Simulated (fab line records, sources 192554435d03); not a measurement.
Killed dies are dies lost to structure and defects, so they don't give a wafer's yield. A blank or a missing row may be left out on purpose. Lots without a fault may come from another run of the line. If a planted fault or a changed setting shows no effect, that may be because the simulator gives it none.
Matching of chambers + flow n5 finfet + pecvd-03 running N5_BEOL_M6_ILD_DEP_00: 3 sister chambers
The step deposits SiCOH lowk from DEMS/porogen, target thk 179.75 nm, time 33.4 s. 6 wafers are shown with their chamber, then 9 later ones without.

== WAFERS WITH THEIR CHAMBER ==
| wafer  | chamber | showerhead plenum p Torr (Torr) | heater power w (W) |
|--------|---------|---------------------------------|--------------------|
| L081.5 | 1       | 5.756                           | 258                |
| L082.2 | 1       | 5.769                           | 290                |
| L082.4 | 0       | 5.733                           | 371                |
| L084.1 | 2       | 5.745                           | 271                |
| L084.5 | 2       | 5.746                           | 284                |
| L084.6 | 0       | 5.734                           | 314                |

== WAFERS MISSING THEIR CHAMBER ==
| wafer  | showerhead plenum p Torr (Torr) | heater power w (W) |
|--------|---------------------------------|--------------------|
| L086.2 | 5.751                           | 346                |
| L086.3 | 5.755                           | 279                |
| L086.5 | 5.738                           | 354                |
| L091.1 | 5.747                           | 270                |
| L091.3 | 5.734                           | 368                |
| L091.4 | 5.726                           | 378                |
| L096.1 | 5.736                           | 326                |
| L096.3 | 5.759                           | 307                |
| L096.4 | 5.775                           | 282                |

== WHICH CHAMBER EACH ONE RAN IN ==
| wafer  | from the rows above          | in truth                   |
|--------|------------------------------|----------------------------|
| L086.2 | can't be placed: 2 or 0 or 1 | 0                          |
| L086.3 | can't be placed: 1 or 2      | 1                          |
| L086.5 | 0                            | 0                          |
| L091.1 | 2                            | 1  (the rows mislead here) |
| L091.3 | 0                            | 0                          |
| L091.4 | 0                            | 0                          |
| L096.1 | can't be placed: 0 or 2      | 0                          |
| L096.3 | can't be placed: 1 or 2      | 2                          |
| L096.4 | 1                            | 1                          |
4 of 9 placed correctly. These rows do not allow placing 4 (true chamber among the candidates in 4). Wrongly placed: 1.
How it was worked out, from the rows above alone: a wafer's distance from a chamber is the root of the sum, over the readings, of the square of ((its reading less the chamber's mean) divided by the reading's scatter). If the next closest chamber is less than 2 further off than the closest, the wafer can't be placed; otherwise it belongs to the closest. The mean given for a chamber averages the wafers shown for that chamber. The scatter: take each reading less its chamber's mean, square it, sum over the shown wafers, divide by the number of wafers less the number of chambers, and take the root.
